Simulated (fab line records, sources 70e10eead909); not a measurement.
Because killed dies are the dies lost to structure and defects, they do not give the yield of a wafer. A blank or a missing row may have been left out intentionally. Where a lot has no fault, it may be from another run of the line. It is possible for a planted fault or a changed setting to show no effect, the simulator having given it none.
The tool behind it: which one?    flow nandHarc    Sampling: 24 lots, 72 wafers, 6 of 1302 route steps

## WHAT EACH GAUGE READ, for each wafer
Not one reading of a measure or inspect step in the record can be checked against a usual standard deviation.

## TOOL THAT RAN EACH LOT (tool first, then ch and the chambers of the sampled wafers, then the start)
lot   NHARC_P_GATE_STRIP_76                NHARC_P_GATE_DESCUM_93             NHARC_P_GATE_RTA_80              NHARC_P_GATE_RTA_82              NHARC_P_CONTACT_ETCH_36        NHARC_P_CONTACT_CVD_23
L075  plasmaAsher-01 ch 0,1, day 5 20:13   rieDiel-10 ch 0,1,2, day 5 21:11   rtpAnneal-01 ch 0, day 5 23:26   rtpAnneal-01 ch 0, day 5 23:53   rieDiel-08 ch 0,1,2, no start  cvdW-02 ch 0,1, no start
L074  plasmaAsher-01 ch 0,1, day 5 20:50   rieDiel-04 ch 0,1,2, day 5 21:55   rtpAnneal-02 ch 0, day 6 00:13   rtpAnneal-01 ch 0, day 6 00:41   rieDiel-01 ch 0,1, no start    cvdW-01 ch 0,1, no start
L076  plasmaAsher-01 ch 0,1, day 6 16:19   rieDiel-04 ch 1,2,3, day 6 17:17   rtpAnneal-01 ch 0, day 6 19:30   rtpAnneal-02 ch 0, day 6 19:58   rieDiel-01 ch 0,2,3, no start  cvdW-01 ch 0,1, no start
L077  plasmaAsher-01 ch 0,1, day 7 06:41   rieDiel-04 ch 1,2,3, day 7 07:47   rtpAnneal-02 ch 0, day 7 10:05   rtpAnneal-02 ch 0, day 7 10:33   rieDiel-05 ch 2,3, no start    cvdW-01 ch 0,1, no start
L078  plasmaAsher-01 ch 0,1, day 7 07:00   rieDiel-04 ch 0,1,2, day 7 08:05   rtpAnneal-01 ch 0, day 7 10:47   rtpAnneal-01 ch 0, day 7 11:16   rieDiel-01 ch 0,1,2, no start  cvdW-01 ch 0,1, no start
L079  plasmaAsher-02 ch 0,1, day 7 13:22   rieDiel-04 ch 0,1,2, day 7 14:27   rtpAnneal-02 ch 0, day 7 16:42   rtpAnneal-02 ch 0, day 7 17:10   rieDiel-01 ch 2,3, no start    cvdW-02 ch 0,1, no start
L080  plasmaAsher-02 ch 0,1, day 8 09:53   rieDiel-09 ch 1,2,3, day 8 10:52   rtpAnneal-02 ch 0, day 8 13:08   rtpAnneal-02 ch 0, day 8 13:35   rieDiel-01 ch 0,1,2, no start  cvdW-02 ch 0,1, no start
L081  plasmaAsher-02 ch 0, day 8 13:46     rieDiel-10 ch 0,1,3, day 8 14:51   rtpAnneal-01 ch 0, day 8 17:07   rtpAnneal-02 ch 0, day 8 17:35   rieDiel-01 ch 0,3, no start    cvdW-02 ch 0,1, no start
L082  plasmaAsher-02 ch 0,1, day 8 22:20   rieDiel-04 ch 0,1,2, day 8 23:18   rtpAnneal-01 ch 0, day 9 01:38   rtpAnneal-02 ch 0, day 9 02:06   rieDiel-01 ch 1,2,3, no start  cvdW-02 ch 0,1, no start
L083  plasmaAsher-02 ch 0,1, day 9 07:14   rieDiel-10 ch 0,1,2, day 9 08:20   rtpAnneal-02 ch 0, day 9 10:35   rtpAnneal-01 ch 0, day 9 11:02   rieDiel-08 ch 0,1,2, no start  cvdW-01 ch 0,1, no start
L084  plasmaAsher-02 ch 0,1, day 10 00:53  rieDiel-10 ch 1,2, day 10 01:58    rtpAnneal-01 ch 0, day 10 04:13  rtpAnneal-02 ch 0, day 10 04:41  rieDiel-01 ch 1,3, no start    cvdW-02 ch 1, no start
L085  plasmaAsher-01 ch 0,1, day 10 02:54  rieDiel-10 ch 0,1,2, day 10 03:50  rtpAnneal-01 ch 0, day 10 06:07  rtpAnneal-01 ch 0, day 10 06:35  rieDiel-05 ch 0,2,3, no start  cvdW-01 ch 0,1, no start
L086  plasmaAsher-01 ch 0,1, day 10 19:43  rieDiel-10 ch 0,1, day 10 20:47    rtpAnneal-02 ch 0, day 10 23:04  rtpAnneal-01 ch 0, day 10 23:32  rieDiel-08 ch 1,2, no start    cvdW-01 ch 0,1, no start
L087  plasmaAsher-01 ch 0,1, day 11 07:20  rieDiel-09 ch 2,3, day 11 08:23    rtpAnneal-02 ch 0, day 11 10:41  rtpAnneal-01 ch 0, day 11 11:09  rieDiel-01 ch 1,2, no start    cvdW-02 ch 0,1, no start
L089  plasmaAsher-02 ch 0,1, day 11 20:39  rieDiel-09 ch 0,2,3, day 11 21:43  rtpAnneal-02 ch 0, day 12 00:02  rtpAnneal-01 ch 0, day 12 00:32  rieDiel-08 ch 0,1, no start    cvdW-01 ch 0,1, no start
L088  plasmaAsher-01 ch 0,1, day 11 21:30  rieDiel-10 ch 1,2,3, day 11 22:35  rtpAnneal-02 ch 0, day 12 00:51  rtpAnneal-01 ch 0, day 12 01:19  rieDiel-01 ch 1,2,3, no start  cvdW-02 ch 0,1, no start
L090  plasmaAsher-01 ch 0, day 12 08:25    rieDiel-09 ch 0,1, day 12 09:31    rtpAnneal-02 ch 0, day 12 11:44  rtpAnneal-01 ch 0, day 12 12:12  rieDiel-05 ch 0,3, no start    cvdW-01 ch 0,1, no start
L091  plasmaAsher-02 ch 0,1, day 12 13:19  rieDiel-10 ch 0,1,2, day 12 14:15  rtpAnneal-02 ch 0, day 12 16:34  rtpAnneal-02 ch 0, day 12 17:02  rieDiel-01 ch 0,3, no start    cvdW-01 ch 0,1, no start
L092  plasmaAsher-02 ch 0,1, day 13 03:40  rieDiel-10 ch 0,2,3, day 13 04:44  rtpAnneal-01 ch 0, day 13 06:58  rtpAnneal-01 ch 0, day 13 07:26  rieDiel-05 ch 2,3, no start    cvdW-01 ch 0,1, no start
L093  plasmaAsher-01 ch 0,1, day 13 18:48  rieDiel-09 ch 1,2, day 13 19:46    rtpAnneal-01 ch 0, day 13 22:08  rtpAnneal-01 ch 0, day 13 22:38  rieDiel-08 ch 0,2,3, no start  cvdW-01 ch 0,1, no start
L094  plasmaAsher-02 ch 0,1, day 13 23:47  rieDiel-04 ch 0,2,3, day 14 00:52  rtpAnneal-02 ch 0, day 14 03:09  rtpAnneal-01 ch 0, day 14 03:39  rieDiel-05 ch 0,1,2, no start  cvdW-02 ch 0,1, no start
L095  plasmaAsher-01 ch 0,1, day 14 05:38  rieDiel-10 ch 1,2, day 14 06:43    rtpAnneal-02 ch 0, day 14 08:57  rtpAnneal-01 ch 0, day 14 09:25  rieDiel-01 ch 0,1,3, no start  cvdW-01 ch 0,1, no start
L096  plasmaAsher-02 ch 0,1, day 15 02:38  rieDiel-10 ch 0,1,2, day 15 03:43  rtpAnneal-01 ch 0, day 15 06:02  rtpAnneal-01 ch 0, day 15 06:31  rieDiel-05 ch 1,2, no start    cvdW-01 ch 0,1, no start
L097  plasmaAsher-01 ch 0,1, day 15 03:12  rieDiel-09 ch 0,3, day 15 04:16    rtpAnneal-02 ch 0, day 15 06:36  rtpAnneal-01 ch 0, day 15 07:03  rieDiel-01 ch 1,2,3, no start  cvdW-02 ch 0,1, no start
- NHARC_P_GATE_STRIP_76: strips in O2.
- NHARC_P_GATE_DESCUM_93: chemistry O2, time 3 s.
- NHARC_P_GATE_RTA_80: time 30 s.
- NHARC_P_GATE_RTA_82: time 30 s.
- NHARC_P_CONTACT_ETCH_36: etches the open film in N2/H2, target depth 260 nm, time 406.25 s.
- NHARC_P_CONTACT_CVD_23: deposits W, target thk 200 nm, time 557 s.

## AS READ BY THE TOOLS THEMSELVES (means over the sampled wafers that have a number; for cases with no such wafer, the mark the record gives instead)
NHARC_P_GATE_STRIP_76. Usual: drypumpMotorCurrentA 5.4 A, standard deviation 0.4; heaterPowerW 315 W, standard deviation 19.
lot   tool            drypumpMotorCurrentA (A)  heaterPowerW (W)  flag
L075  plasmaAsher-01  5.3                       301               
L074  plasmaAsher-01  5.3                       297               
L076  plasmaAsher-01  5.3                       293               
L077  plasmaAsher-01  5.3                       294               
L078  plasmaAsher-01  5.3                       303               
L079  plasmaAsher-02  5.3                       322               
L080  plasmaAsher-02  5.2                       328               
L081  plasmaAsher-02  4.8                       325               
L082  plasmaAsher-02  5.2                       326               
L083  plasmaAsher-02  5.6                       324               
L084  plasmaAsher-02  5.6                       320               
L085  plasmaAsher-01  5.3                       304               
L086  plasmaAsher-01  5.3                       320               
L087  plasmaAsher-01  5.3                       309               
L089  plasmaAsher-02  5.2                       318               
L088  plasmaAsher-01  5.3                       306               
L090  plasmaAsher-01  5.3                       294               
L091  plasmaAsher-02  5.6                       332               
L092  plasmaAsher-02  5.6                       330               
L093  plasmaAsher-01  5.3                       321               
L094  plasmaAsher-02  5.2                       319               
L095  plasmaAsher-01  5.3                       303               
L096  plasmaAsher-02  5.2                       314               
L097  plasmaAsher-01  5.3                       306               

NHARC_P_GATE_DESCUM_93. Usual: drypumpMotorCurrentA 5.7 A, standard deviation 0.42; oesProductAu 1.004 a.u., standard deviation 0.0094; rfVppV 57.9 V, standard deviation 0.86; showerheadPlenumPTorr 1.94 Torr, standard deviation 0.069; throttleValvePct 11.310 %, standard deviation 0.0099.
lot   tool        drypumpMotorCurrentA (A)  oesProductAu (a.u.)  rfVppV (V)  showerheadPlenumPTorr (Torr)  throttleValvePct (%)  flag
L075  rieDiel-10  5.5                       1.012                57.8        1.94                          11.313                
L074  rieDiel-04  5.7                       0.998                57.2        1.94                          11.313                
L076  rieDiel-04  5.7                       1.005                57.3        1.94                          11.309                
L077  rieDiel-04  5.7                       0.999                57.5        1.94                          11.305                
L078  rieDiel-04  5.8                       1.008                57.9        1.94                          11.319                
L079  rieDiel-04  5.7                       1.000                57.8        1.94                          11.297                
L080  rieDiel-09  6.1                       0.999                57.2        1.92                          11.319                
L081  rieDiel-10  5.6                       1.004                57.7        1.91                          11.311                
L082  rieDiel-04  5.7                       0.988                58.1        1.94                          11.308                
L083  rieDiel-10  5.5                       1.013                57.9        1.94                          11.307                
L084  rieDiel-10  5.6                       1.004                58.5        1.94                          11.310                
L085  rieDiel-10  5.6                       1.010                57.3        1.94                          11.312                
L086  rieDiel-10  5.8                       1.006                57.7        1.88                          11.302                
L087  rieDiel-09  5.9                       1.003                58.5        1.97                          11.324                
L089  rieDiel-09  5.8                       1.002                58.1        1.97                          11.305                
L088  rieDiel-10  5.3                       1.012                57.7        1.96                          11.310                
L090  rieDiel-09  6.0                       1.003                58.2        1.98                          11.301                
L091  rieDiel-10  5.6                       1.006                58.5        1.93                          11.316                
L092  rieDiel-10  5.3                       1.007                57.4        1.95                          11.317                
L093  rieDiel-09  6.4                       0.995                57.5        1.87                          11.319                
L094  rieDiel-04  5.5                       0.994                58.1        1.89                          11.315                
L095  rieDiel-10  5.6                       1.016                57.6        1.94                          11.316                
L096  rieDiel-10  5.5                       1.004                58.1        1.93                          11.312                
L097  rieDiel-09  5.8                       0.990                58.8        2.02                          11.311                

NHARC_P_GATE_RTA_80. Usual: wafer_temp_C_max 301.6, standard deviation 0.31.
lot   tool          wafer_temp_C_max  flag
L075  rtpAnneal-01  301.6             
L074  rtpAnneal-02  301.6             
L076  rtpAnneal-01  301.4             
L077  rtpAnneal-02  302.1             
L078  rtpAnneal-01  301.4             
L079  rtpAnneal-02  301.5             
L080  rtpAnneal-02  301.8             
L081  rtpAnneal-01  301.6             
L082  rtpAnneal-01  301.7             
L083  rtpAnneal-02  301.5             
L084  rtpAnneal-01  301.5             
L085  rtpAnneal-01  301.5             
L086  rtpAnneal-02  301.7             
L087  rtpAnneal-02  301.5             
L089  rtpAnneal-02  301.4             
L088  rtpAnneal-02  301.6             
L090  rtpAnneal-02  301.8             
L091  rtpAnneal-02  301.6             
L092  rtpAnneal-01  301.5             
L093  rtpAnneal-01  301.3             
L094  rtpAnneal-02  301.2             
L095  rtpAnneal-02  301.6             
L096  rtpAnneal-01  301.3             
L097  rtpAnneal-02  301.3             

NHARC_P_GATE_RTA_82. Usual: lampPowerPct 3.9 %, standard deviation 0.42; lamp_zone_2_pct 3.9 %, standard deviation 0.42; wafer_temp_C_max 452.3, standard deviation 0.49.
lot   tool          lampPowerPct (%)  lamp_zone_2_pct (%)  wafer_temp_C_max  flag
L075  rtpAnneal-01  4.2               4.2                  452.1             
L074  rtpAnneal-01  4.2               4.2                  452.0             
L076  rtpAnneal-02  3.3               3.3                  452.6             
L077  rtpAnneal-02  3.3               3.3                  452.6             
L078  rtpAnneal-01  4.2               4.2                  451.8             
L079  rtpAnneal-02  3.3               3.3                  453.0             
L080  rtpAnneal-02  3.3               3.3                  452.7             
L081  rtpAnneal-02  3.3               3.3                  452.9             
L082  rtpAnneal-02  3.3               3.3                  452.7             
L083  rtpAnneal-01  4.2               4.2                  451.9             
L084  rtpAnneal-02  3.3               3.3                  452.3             
L085  rtpAnneal-01  4.2               4.2                  452.6             
L086  rtpAnneal-01  4.2               4.2                  452.1             
L087  rtpAnneal-01  4.2               4.2                  452.1             
L089  rtpAnneal-01  4.2               4.2                  452.5             
L088  rtpAnneal-01  4.2               4.2                  452.0             
L090  rtpAnneal-01  4.2               4.2                  452.3             
L091  rtpAnneal-02  3.3               3.3                  452.3             
L092  rtpAnneal-01  4.2               4.2                  452.0             
L093  rtpAnneal-01  4.2               4.2                  452.1             
L094  rtpAnneal-01  4.2               4.2                  452.2             
L095  rtpAnneal-01  4.2               4.2                  452.1             
L096  rtpAnneal-01  4.2               4.2                  452.3             
L097  rtpAnneal-01  4.2               4.2                  451.9             

NHARC_P_CONTACT_ETCH_36. Usual: drypumpMotorCurrentA 5.6 A, standard deviation 0.52; n2FlowSccm 150.0 sccm, standard deviation 0.55; oesProductAu 1.003 a.u., standard deviation 0.0081; rfVppV 431.2 V, standard deviation 2.7; showerheadPlenumPTorr 2.06 Torr, standard deviation 0.098; throttleValvePct 14.172 %, standard deviation 0.0088.
lot   tool        drypumpMotorCurrentA (A)  n2FlowSccm (sccm)  oesProductAu (a.u.)  rfVppV (V)  showerheadPlenumPTorr (Torr)  throttleValvePct (%)  flag
L075  rieDiel-08  5.7                       150.1              1.001                431.2       2.08                          14.170                
L074  rieDiel-01  5.3                       149.7              1.002                434.3       2.14                          14.172                
L076  rieDiel-01  5.6                       150.0              0.998                430.5       2.04                          14.170                
L077  rieDiel-05  5.5                       150.0              1.000                429.8       2.00                          14.170                
L078  rieDiel-01  5.6                       150.3              1.002                433.2       2.12                          14.182                
L079  rieDiel-01  6.0                       150.8              1.002                430.5       2.08                          14.163                
L080  rieDiel-01  5.6                       149.6              1.007                432.6       2.12                          14.175                
L081  rieDiel-01  5.2                       149.7              1.008                428.9       2.00                          14.164                
L082  rieDiel-01  5.7                       149.6              1.001                432.0       2.10                          14.184                
L083  rieDiel-08  5.7                       150.6              1.003                432.0       2.08                          14.177                
L084  rieDiel-01  5.4                       150.5              1.004                432.1       2.12                          14.173                
L085  rieDiel-05  5.9                       150.0              1.002                429.8       2.03                          14.180                
L086  rieDiel-08  6.1                       149.9              0.986                429.7       2.00                          14.172                
L087  rieDiel-01  6.0                       151.1              1.009                433.6       2.16                          14.170                
L089  rieDiel-08  5.3                       149.5              1.004                434.2       2.16                          14.164                
L088  rieDiel-01  5.7                       150.0              1.005                432.0       2.10                          14.174                
L090  rieDiel-05  6.3                       150.0              1.005                431.3       2.07                          14.174                
L091  rieDiel-01  5.2                       150.0              1.005                428.8       1.97                          14.181                
L092  rieDiel-05  5.7                       150.0              1.007                428.1       1.95                          14.176                
L093  rieDiel-08  5.6                       149.8              1.003                432.7       2.10                          14.165                
L094  rieDiel-05  5.6                       149.2              1.004                430.5       2.06                          14.170                
L095  rieDiel-01  5.3                       150.3              1.000                431.1       2.05                          14.166                
L096  rieDiel-05  5.2                       149.2              1.012                429.6       2.02                          14.168                
L097  rieDiel-01  5.6                       149.5              1.010                432.3       2.09                          14.171                

NHARC_P_CONTACT_CVD_23. Usual: heaterPowerW 464 W, standard deviation 33; throttleValvePct 7.85 %, standard deviation 0.22.
lot   tool     heaterPowerW (W)  throttleValvePct (%)  flag
L075  cvdW-02  496               7.62                  
L074  cvdW-01  430               7.86                  
L076  cvdW-01  449               7.95                  
L077  cvdW-01  426               8.12                  
L078  cvdW-01  452               8.09                  
L079  cvdW-02  505               7.55                  
L080  cvdW-02  500               7.74                  
L081  cvdW-02  502               7.60                  
L082  cvdW-02  503               7.50                  
L083  cvdW-01  447               7.85                  
L084  cvdW-02  464               7.86                  
L085  cvdW-01  451               7.89                  
L086  cvdW-01  448               7.78                  
L087  cvdW-02  482               7.75                  
L089  cvdW-01  457               7.94                  
L088  cvdW-02  509               7.69                  
L090  cvdW-01  442               8.01                  
L091  cvdW-01  439               7.98                  
L092  cvdW-01  449               8.07                  
L093  cvdW-01  453               7.91                  
L094  cvdW-02  473               7.90                  
L095  cvdW-01  462               8.18                  
L096  cvdW-01  455               8.11                  
L097  cvdW-02  483               7.71                  

## THE ANSWER, worked out from the rows above alone
Rule: take the mean of a lot's wafers that have a number; if it is more than 3 standard deviations from the usual mean, the lot is off. A lot without any number at a reading at which 4 lots or more have one is off too. Any other lot the step has rows for is counted as sound. First the gauges in route order, then the tools' own readings, where a lot's mean is used as printed above. The first step at which some lot is off is used, and at that step the reading that is off furthest; a lot without a number counts as furthest.
No lot is off at any reading shown: from this, nothing can be told.

## WHAT WAS PUT IN BY THE SIMULATOR
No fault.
